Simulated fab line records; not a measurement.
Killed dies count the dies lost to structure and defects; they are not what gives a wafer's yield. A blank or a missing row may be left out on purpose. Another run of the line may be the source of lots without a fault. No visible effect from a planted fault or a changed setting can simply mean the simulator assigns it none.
Split-lot experiment || flow n5 finfet || route with 1938 steps; 7 lots, 21 wafers read

== SPLIT DETAILS ==
At N5_BEOL_M5_COAT_66 (time 60 s, resist thk 12 nm), the setting spin rpm was moved away from the recipe's 1500 rpm on 9 of the 21 wafers read, by -11.2% to +4.9%. The other wafers ran this setting at the recipe's value.

== FROM THE SPLIT TO THE READING: what the file shows between them, 5 steps ==
- N5_BEOL_M5_COAT_74: time 60 s, resist thk 5 nm (also split here: spin rpm)
- N5_BEOL_M5_COAT_22: resist thk 30 nm
- N5_BEOL_M5_EBR_24
- N5_BEOL_M5_DESCUM_33: chemistry O2, time 7 s
- N5_BEOL_M5_ETCH_75: etches underlayer in N2/H2, target depth 6.5 nm, time 5.2 s

== THE READING ==
etch.depth nm (the simulator's own value, which no gauge read), in nm, at N5_BEOL_M5_ETCH_67 (etches SiARC in CF4, target depth 15.6 nm, time 26 s). The file does not state a usual value for it. Average 12.02 nm, standard deviation 0.026 nm, over the 12 wafers here run with the recipe.

{"wafer": "L075.2", "tool, chamber at the split": "litho track-03, 0", "spin rpm as run, rpm": 1339, "against the recipe": "-10.7%", "etch.depth nm, nm": 12.69, "against lot-mates on the recipe": "no lot-mate on the recipe"}
{"wafer": "L075.3", "tool, chamber at the split": "litho track-03, 0", "spin rpm as run, rpm": 1339, "against the recipe": "-10.7%", "etch.depth nm, nm": 12.68, "against lot-mates on the recipe": "no lot-mate on the recipe"}
{"wafer": "L075.4", "tool, chamber at the split": "litho track-03, 0", "spin rpm as run, rpm": 1339, "against the recipe": "-10.7%", "etch.depth nm, nm": 12.7, "against lot-mates on the recipe": "no lot-mate on the recipe"}
{"wafer": "L078.1", "tool, chamber at the split": "litho track-03, 0", "spin rpm as run, rpm": 1500, "against the recipe": "recipe", "etch.depth nm, nm": 12.01, "against lot-mates on the recipe": "-"}
{"wafer": "L078.2", "tool, chamber at the split": "litho track-03, 0", "spin rpm as run, rpm": 1500, "against the recipe": "recipe", "etch.depth nm, nm": 12.04, "against lot-mates on the recipe": "-"}
{"wafer": "L078.5", "tool, chamber at the split": "litho track-03, 0", "spin rpm as run, rpm": 1500, "against the recipe": "recipe", "etch.depth nm, nm": 11.99, "against lot-mates on the recipe": "-"}
{"wafer": "L081.3", "tool, chamber at the split": "litho track-01, 0", "spin rpm as run, rpm": 1500, "against the recipe": "recipe", "etch.depth nm, nm": 11.99, "against lot-mates on the recipe": "-"}
{"wafer": "L081.5", "tool, chamber at the split": "litho track-01, 0", "spin rpm as run, rpm": 1500, "against the recipe": "recipe", "etch.depth nm, nm": 12.01, "against lot-mates on the recipe": "-"}
{"wafer": "L081.6", "tool, chamber at the split": "litho track-01, 0", "spin rpm as run, rpm": 1573, "against the recipe": "+4.9%", "etch.depth nm, nm": 11.71, "against lot-mates on the recipe": -0.29}
{"wafer": "L080.2", "tool, chamber at the split": "litho track-02, 0", "spin rpm as run, rpm": 1332, "against the recipe": "-11.2%", "etch.depth nm, nm": 12.75, "against lot-mates on the recipe": "+0.68"}
{"wafer": "L080.4", "tool, chamber at the split": "litho track-02, 0", "spin rpm as run, rpm": 1500, "against the recipe": "recipe", "etch.depth nm, nm": 12.07, "against lot-mates on the recipe": "-"}
{"wafer": "L080.6", "tool, chamber at the split": "litho track-02, 0", "spin rpm as run, rpm": 1332, "against the recipe": "-11.2%", "etch.depth nm, nm": 12.76, "against lot-mates on the recipe": "+0.69"}
{"wafer": "L087.3", "tool, chamber at the split": "litho track-02, 0", "spin rpm as run, rpm": 1500, "against the recipe": "recipe", "etch.depth nm, nm": 12.01, "against lot-mates on the recipe": "-"}
{"wafer": "L087.4", "tool, chamber at the split": "litho track-02, 0", "spin rpm as run, rpm": 1500, "against the recipe": "recipe", "etch.depth nm, nm": 12.04, "against lot-mates on the recipe": "-"}
{"wafer": "L087.6", "tool, chamber at the split": "litho track-02, 0", "spin rpm as run, rpm": 1500, "against the recipe": "recipe", "etch.depth nm, nm": 12.05, "against lot-mates on the recipe": "-"}
{"wafer": "L093.4", "tool, chamber at the split": "litho track-02, 0", "spin rpm as run, rpm": 1393, "against the recipe": "-7.1%", "etch.depth nm, nm": 12.45, "against lot-mates on the recipe": "+0.46"}
{"wafer": "L093.5", "tool, chamber at the split": "litho track-02, 0", "spin rpm as run, rpm": 1500, "against the recipe": "recipe", "etch.depth nm, nm": 11.99, "against lot-mates on the recipe": "-"}
{"wafer": "L093.6", "tool, chamber at the split": "litho track-02, 0", "spin rpm as run, rpm": 1393, "against the recipe": "-7.1%", "etch.depth nm, nm": 12.46, "against lot-mates on the recipe": "+0.47"}
{"wafer": "L096.2", "tool, chamber at the split": "litho track-03, 0", "spin rpm as run, rpm": 1500, "against the recipe": "recipe", "etch.depth nm, nm": 11.99, "against lot-mates on the recipe": "-"}
{"wafer": "L096.4", "tool, chamber at the split": "litho track-03, 0", "spin rpm as run, rpm": 1422, "against the recipe": "-5.2%", "etch.depth nm, nm": 12.31, "against lot-mates on the recipe": "+0.31"}
{"wafer": "L096.5", "tool, chamber at the split": "litho track-03, 0", "spin rpm as run, rpm": 1500, "against the recipe": "recipe", "etch.depth nm, nm": 12.02, "against lot-mates on the recipe": "-"}

FIT RESULTS
A straight line over all 21 wafers: etch.depth nm changes by -0.0635 nm for each +1% of spin rpm; r = -1.00; the points scatter about the line by 0.025 nm.
The same after taking each lot's own level away (the mean of its wafers on the recipe; 18 wafers): -0.0618 nm for each +1%; r = -1.00; scatter 0.017 nm.
On that fit, the largest move of spin rpm shifts the reading by 0.69 nm.
Across the lots, their own levels run from 11.990 to 12.070 nm, a range of 3.1 times the standard deviation given above.
The two slopes agree, so the slope changes little with the lot-to-lot level.
Check: +0.699 nm against its lot-mates is what the line predicts for one of the wafers moved furthest among these (-11.2%) when that wafer is left out of the fit. Against them it came out at +0.68 nm.

== THESE WAFERS: OTHER SPLITS ==
Before the reading, these wafers also passed through other splits. Each is held against what the fit with the lots' levels taken away leaves over:
{"other split on the same wafers": "N5_BEOL_M4_COAT_76 spin rpm", "wafers away from the commonest value": 4, "r with etch.depth nm (lot level and that fit taken away)": "+0.06"}
{"other split on the same wafers": "N5_BEOL_M5_COAT_74 spin rpm", "wafers away from the commonest value": 7, "r with etch.depth nm (lot level and that fit taken away)": -0.15}

== THE WHOLE CHAIN: every reading that the file lists as answering this split, in the file's order ==
{"step": "N5_BEOL_M5_COAT_66", "what it does": "time 60 s, resist thk 12 nm", "reading": "SiARC_of_BEOL_M5_COAT_66.thk nm (the simulator's own value, which no gauge read)", "change (the file's fit)": "-0.0655 nm for each +1% of the setting", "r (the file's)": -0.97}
{"step": "N5_BEOL_M5_ETCH_67", "what it does": "etches SiARC in CF4, target depth 15.6 nm, time 26 s", "reading": "etch.depth nm (the simulator's own value, which no gauge read)", "change (the file's fit)": "-0.0619 nm for each +1% of the setting", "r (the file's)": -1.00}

== THE FILE'S OWN FIT ==
etch.depth nm changes by -0.0619 nm for each +1% of spin rpm, r = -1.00.
